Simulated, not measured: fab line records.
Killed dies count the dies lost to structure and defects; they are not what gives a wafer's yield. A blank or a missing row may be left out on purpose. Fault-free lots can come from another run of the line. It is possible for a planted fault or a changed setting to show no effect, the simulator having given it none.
fab line records / flow nandHarc
[record] lots = 5 wafers = 15 lastDay = 24
route steps=1159 shown A_ONON_D1@426
lots that met no fault: taken from a fault-free run of the same line
startH: start of the lot's first displayed wafer, in hours after the record's first day / waitH: hours from the lot's prior step to this one / " repeats the value in the row above / L1.1+2: a single row standing in for several wafers / - value missing, or start not given / * or withheld: withheld / < > ~ a bound
route shown NAME@n: a module of which the file shows steps, and the number in the route of the first / usual: mean/standard deviation of fault-free wafers / same: alike in all rows / chamber/n: place in a boat / sites: the reading at each site / _std_site: standard deviation of those values / _edge_site: mean of outer sites minus mean of inner sites / radiusMm: for every site, how far away it sits from the centre of the wafer / mask NAME#n: copy n / behind: the most recent tool/chamber to have shaped the wafer / hold: why the lot went on hold/how many hours it stayed there/how the hold came to an end / device: whichever transistor did not switch (one of n, p or np) / end of line: tests of these same wafers at the route's end / a step with no rows: only its recipe / killed: at the first sort, the dies lost to defects and structure; wafer yield is something else / map: the dies of a wafer, with x for killed, . for not killed, _ for no die there
set.NAME: the setting that was run; set.NAME@STEP: the one run at that earlier step / model.NAME: the simulator's own value behind a step, which no gauge read
certain route steps with their lots: each step a table, each wafer a row
services: the hour from which a tool's chamber was out of use, counted from the record's first day as startH (under 0 if before that day), plus the number of hours and why
[[steps]]
[step NHARC_A_ONON_D1_DEP_03]
[recipe] targetThkA = 10000 n2FlowSccm = 2750 n2oFlowSccm = 2000 nh3FlowSccm = 500 sih4FlowSccm = 210 tempC = 400
[step NHARC_A_ONON_D1_THK_MEAS_05]
[recipe] thkMeasGauge = ellipsometry
[usual] thkNm = 997/10
lot.wafer=L947.1 tool=filmMetro-01 chamber=- startH=168.17 waitH=- thkNm=1007
lot.wafer=L947.5 tool=filmMetro-01 chamber=- startH=168.17 waitH=- thkNm=1007
lot.wafer=L947.6 tool=filmMetro-01 chamber=- startH=168.17 waitH=- thkNm=1007
lot.wafer=L948.2 tool=filmMetro-02 chamber=- startH=178.46 waitH=- thkNm=1005
lot.wafer=L948.3 tool=filmMetro-02 chamber=- startH=178.46 waitH=- thkNm=1007
lot.wafer=L948.4 tool=filmMetro-02 chamber=- startH=178.46 waitH=- thkNm=1008
lot.wafer=L954.1 tool=filmMetro-01 chamber=- startH=213.06 waitH=- thkNm=997
lot.wafer=L954.2 tool=filmMetro-01 chamber=- startH=213.06 waitH=- thkNm=996
lot.wafer=L954.5 tool=filmMetro-01 chamber=- startH=213.06 waitH=- thkNm=996
lot.wafer=L960.3 tool=filmMetro-01 chamber=- startH=251.78 waitH=- thkNm=1015
lot.wafer=L960.5 tool=filmMetro-01 chamber=- startH=251.78 waitH=- thkNm=1017
lot.wafer=L960.6 tool=filmMetro-01 chamber=- startH=251.78 waitH=- thkNm=1017
lot.wafer=L968.1 tool=filmMetro-02 chamber=- startH=283.51 waitH=- thkNm=988
lot.wafer=L968.2 tool=filmMetro-02 chamber=- startH=283.51 waitH=- thkNm=989
lot.wafer=L968.5 tool=filmMetro-02 chamber=- startH=283.51 waitH=- thkNm=989
[step NHARC_A_ONON_D1_DEP_06]
[recipe] targetThkA = 10000 n2FlowSccm = 2750 n2oFlowSccm = 2000 nh3FlowSccm = 500 sih4FlowSccm = 210 tempC = 400
[step NHARC_A_ONON_D1_THK_MEAS_08]
[recipe] thkMeasGauge = ellipsometry
[usual] thkNm = 998/9.6
lot.wafer=L947.1 tool=filmMetro-01 chamber=- startH=168.74 waitH=- thkNm=1006
lot.wafer=L947.5 tool=filmMetro-01 chamber=- startH=168.74 waitH=- thkNm=1008
lot.wafer=L947.6 tool=filmMetro-01 chamber=- startH=168.74 waitH=- thkNm=1009
lot.wafer=L948.2 tool=filmMetro-02 chamber=- startH=179.02 waitH=- thkNm=1002
lot.wafer=L948.3 tool=filmMetro-02 chamber=- startH=179.02 waitH=- thkNm=1002
lot.wafer=L948.4 tool=filmMetro-02 chamber=- startH=179.02 waitH=- thkNm=1002
lot.wafer=L954.1 tool=filmMetro-02 chamber=- startH=213.62 waitH=- thkNm=985
lot.wafer=L954.2 tool=filmMetro-02 chamber=- startH=213.62 waitH=- thkNm=985
lot.wafer=L954.5 tool=filmMetro-02 chamber=- startH=213.62 waitH=- thkNm=986
lot.wafer=L960.3 tool=filmMetro-02 chamber=- startH=252.35 waitH=- thkNm=984
lot.wafer=L960.5 tool=filmMetro-02 chamber=- startH=252.35 waitH=- thkNm=985
lot.wafer=L960.6 tool=filmMetro-02 chamber=- startH=252.35 waitH=- thkNm=982
lot.wafer=L968.1 tool=filmMetro-02 chamber=- startH=284.11 waitH=- thkNm=988
lot.wafer=L968.2 tool=filmMetro-02 chamber=- startH=284.11 waitH=- thkNm=993
lot.wafer=L968.5 tool=filmMetro-02 chamber=- startH=284.11 waitH=- thkNm=991
[step NHARC_A_ONON_D1_DEP_09]
[recipe] targetThkA = 10000 n2FlowSccm = 2750 n2oFlowSccm = 2000 nh3FlowSccm = 500 sih4FlowSccm = 210 tempC = 400
[step NHARC_A_ONON_D1_THK_MEAS_11]
[recipe] thkMeasGauge = ellipsometry
[usual] thkNm = 1001/10
lot.wafer=L947.1 tool=filmMetro-01 chamber=- startH=169.32 waitH=- thkNm=1024
lot.wafer=L947.5 tool=filmMetro-01 chamber=- startH=169.32 waitH=- thkNm=1024
lot.wafer=L947.6 tool=filmMetro-01 chamber=- startH=169.32 waitH=- thkNm=1024
lot.wafer=L948.2 tool=filmMetro-01 chamber=- startH=179.58 waitH=- thkNm=1008
lot.wafer=L948.3 tool=filmMetro-01 chamber=- startH=179.58 waitH=- thkNm=1008
lot.wafer=L948.4 tool=filmMetro-01 chamber=- startH=179.58 waitH=- thkNm=1008
lot.wafer=L954.1 tool=filmMetro-02 chamber=- startH=214.19 waitH=- thkNm=994
lot.wafer=L954.2 tool=filmMetro-02 chamber=- startH=214.19 waitH=- thkNm=994
lot.wafer=L954.5 tool=filmMetro-02 chamber=- startH=214.19 waitH=- thkNm=995
lot.wafer=L960.3 tool=filmMetro-02 chamber=- startH=252.92 waitH=- thkNm=994
lot.wafer=L960.5 tool=filmMetro-02 chamber=- startH=252.92 waitH=- thkNm=992
lot.wafer=L960.6 tool=filmMetro-02 chamber=- startH=252.92 waitH=- thkNm=993
lot.wafer=L968.1 tool=filmMetro-01 chamber=- startH=284.68 waitH=- thkNm=1001
lot.wafer=L968.2 tool=filmMetro-01 chamber=- startH=284.68 waitH=- thkNm=999
lot.wafer=L968.5 tool=filmMetro-01 chamber=- startH=284.68 waitH=- thkNm=999
[step NHARC_A_ONON_D1_DEP_12]
[recipe] targetThkA = 10000 n2FlowSccm = 2750 n2oFlowSccm = 2000 nh3FlowSccm = 500 sih4FlowSccm = 210 tempC = 400
[step NHARC_A_ONON_D1_THK_MEAS_14]
[recipe] thkMeasGauge = ellipsometry
[usual] thkNm = 1002/7
lot.wafer=L947.1 tool=filmMetro-01 chamber=- startH=169.89 waitH=- thkNm=1003
lot.wafer=L947.5 tool=filmMetro-01 chamber=- startH=169.89 waitH=- thkNm=1002
lot.wafer=L947.6 tool=filmMetro-01 chamber=- startH=169.89 waitH=- thkNm=1002
lot.wafer=L948.2 tool=filmMetro-02 chamber=- startH=180.15 waitH=- thkNm=998
lot.wafer=L948.3 tool=filmMetro-02 chamber=- startH=180.15 waitH=- thkNm=998
lot.wafer=L948.4 tool=filmMetro-02 chamber=- startH=180.15 waitH=- thkNm=997
lot.wafer=L954.1 tool=filmMetro-01 chamber=- startH=214.75 waitH=- thkNm=1016
lot.wafer=L954.2 tool=filmMetro-01 chamber=- startH=214.75 waitH=- thkNm=1016
lot.wafer=L954.5 tool=filmMetro-01 chamber=- startH=214.75 waitH=- thkNm=1015
lot.wafer=L960.3 tool=filmMetro-01 chamber=- startH=253.51 waitH=- thkNm=996
lot.wafer=L960.5 tool=filmMetro-01 chamber=- startH=253.51 waitH=- thkNm=993
lot.wafer=L960.6 tool=filmMetro-01 chamber=- startH=253.51 waitH=- thkNm=994
lot.wafer=L968.1 tool=filmMetro-01 chamber=- startH=285.25 waitH=- thkNm=994
lot.wafer=L968.2 tool=filmMetro-01 chamber=- startH=285.25 waitH=- thkNm=995
lot.wafer=L968.5 tool=filmMetro-01 chamber=- startH=285.25 waitH=- thkNm=996
[step NHARC_A_ONON_D1_ANNEAL_15]
[recipe] tempC = 750 timeS = 3600
[step NHARC_A_ONON_D1_DEP_16]
[recipe] targetThkA = 10000 n2FlowSccm = 2750 n2oFlowSccm = 2000 nh3FlowSccm = 500 sih4FlowSccm = 210 tempC = 400
[step NHARC_A_ONON_D1_THK_MEAS_18]
[recipe] thkMeasGauge = ellipsometry
[usual] thkNm = 999/8.9
lot.wafer=L947.1 tool=filmMetro-01 chamber=- startH=177.01 waitH=- thkNm=1000
lot.wafer=L947.5 tool=filmMetro-01 chamber=- startH=177.01 waitH=- thkNm=1000
lot.wafer=L947.6 tool=filmMetro-01 chamber=- startH=177.01 waitH=- thkNm=1000
lot.wafer=L948.2 tool=filmMetro-02 chamber=- startH=187.28 waitH=- thkNm=986
lot.wafer=L948.3 tool=filmMetro-02 chamber=- startH=187.28 waitH=- thkNm=983
lot.wafer=L948.4 tool=filmMetro-02 chamber=- startH=187.28 waitH=- thkNm=985
lot.wafer=L954.1 tool=filmMetro-01 chamber=- startH=223.12 waitH=- thkNm=1005
lot.wafer=L954.2 tool=filmMetro-01 chamber=- startH=223.12 waitH=- thkNm=1004
lot.wafer=L954.5 tool=filmMetro-01 chamber=- startH=223.12 waitH=- thkNm=1007
lot.wafer=L960.3 tool=filmMetro-02 chamber=- startH=260.64 waitH=- thkNm=990
lot.wafer=L960.5 tool=filmMetro-02 chamber=- startH=260.64 waitH=- thkNm=988
lot.wafer=L960.6 tool=filmMetro-02 chamber=- startH=260.64 waitH=- thkNm=989
lot.wafer=L968.1 tool=filmMetro-01 chamber=- startH=292.30 waitH=- thkNm=1008
lot.wafer=L968.2 tool=filmMetro-01 chamber=- startH=292.30 waitH=- thkNm=1006
lot.wafer=L968.5 tool=filmMetro-01 chamber=- startH=292.30 waitH=- thkNm=1008
[step NHARC_A_ONON_D1_DEP_19]
[recipe] targetThkA = 10000 n2FlowSccm = 2750 n2oFlowSccm = 2000 nh3FlowSccm = 500 sih4FlowSccm = 210 tempC = 400
lot.wafer=L947.1+5+6 tool=pecvdOnon-01 chamber=0 startH=177.07 waitH=0.1
lot.wafer=L948.2+3+4 tool=pecvdOnon-01 chamber=0 startH=187.40 waitH=0.1
lot.wafer=L954.1+2+5 tool=pecvdOnon-01 chamber=0 startH=223.18 waitH=0.1
lot.wafer=L960.3+5+6 tool=pecvdOnon-03 chamber=0 startH=260.81 waitH=0.2
lot.wafer=L968.1+2+5 tool=pecvdOnon-03 chamber=0 startH=292.36 waitH=0.1
[step NHARC_A_ONON_D1_THK_MEAS_21]
[recipe] thkMeasGauge = ellipsometry
[usual] thkNm = 1002/9.1
lot.wafer=L947.1 tool=filmMetro-02 chamber=- startH=177.58 waitH=- thkNm=1003
lot.wafer=L947.5 tool=filmMetro-02 chamber=- startH=177.58 waitH=- thkNm=1003
lot.wafer=L947.6 tool=filmMetro-02 chamber=- startH=177.58 waitH=- thkNm=1004
lot.wafer=L948.2 tool=filmMetro-02 chamber=- startH=187.85 waitH=- thkNm=996
lot.wafer=L948.3 tool=filmMetro-02 chamber=- startH=187.85 waitH=- thkNm=996
lot.wafer=L948.4 tool=filmMetro-02 chamber=- startH=187.85 waitH=- thkNm=996
lot.wafer=L954.1 tool=filmMetro-01 chamber=- startH=223.68 waitH=- thkNm=1054
lot.wafer=L954.2 tool=filmMetro-01 chamber=- startH=223.68 waitH=- thkNm=1050
lot.wafer=L954.5 tool=filmMetro-01 chamber=- startH=223.68 waitH=- thkNm=1052
lot.wafer=L960.3 tool=filmMetro-02 chamber=- startH=261.21 waitH=- thkNm=984
lot.wafer=L960.5 tool=filmMetro-02 chamber=- startH=261.21 waitH=- thkNm=982
lot.wafer=L960.6 tool=filmMetro-02 chamber=- startH=261.21 waitH=- thkNm=983
lot.wafer=L968.1 tool=filmMetro-01 chamber=- startH=292.86 waitH=- thkNm=1009
lot.wafer=L968.2 tool=filmMetro-01 chamber=- startH=292.86 waitH=- thkNm=1008
lot.wafer=L968.5 tool=filmMetro-01 chamber=- startH=292.86 waitH=- thkNm=1009
[step NHARC_A_ONON_D1_DEP_22]
[recipe] targetThkA = 10000 n2FlowSccm = 2750 n2oFlowSccm = 2000 nh3FlowSccm = 500 sih4FlowSccm = 210 tempC = 400
[[services]]
tool=pecvdOnon-03 chamber=- startH=153.28 hours=13.0 kind=pm
tool=pecvdOnon-01 chamber=- startH=195.00 hours=13.0 kind=pm
[[key]]
[firstSign] step = NHARC_A_ONON_D1_THK_MEAS_21 reading = thkNm direction = up sigmas = 5.4 usual = 1002 struck = 1052
effect none on later readings
metAt NHARC_A_ONON_D1_DEP_19
struckWafers L954.1,L954.2,L954.5
sortLeftOut L954.1,L954.2,L954.5
testerLeftOut L954
onsetBetween 187.40 223.18
[fault] kind = processParameterDrift tool = pecvdOnon-01 chamber = - onsetH = 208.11 steps = NHARC_A_ONON_D1_DEP_19 channel = targetThkA offset = * shape = step endH = 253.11 actsIn = * stated = *
// testerLeftOut: of these lots the tester's yield and bins aren't shown, on N5 and GAA mostly nor the transistor test; their killed dies are dies lost to structure and defects alone, not to doping, threshold or leakage, so they don't give the yield
// sortLeftOut: the simulated sort isn't trusted on such a fault, so these wafers' sort isn't shown, and their yield isn't known
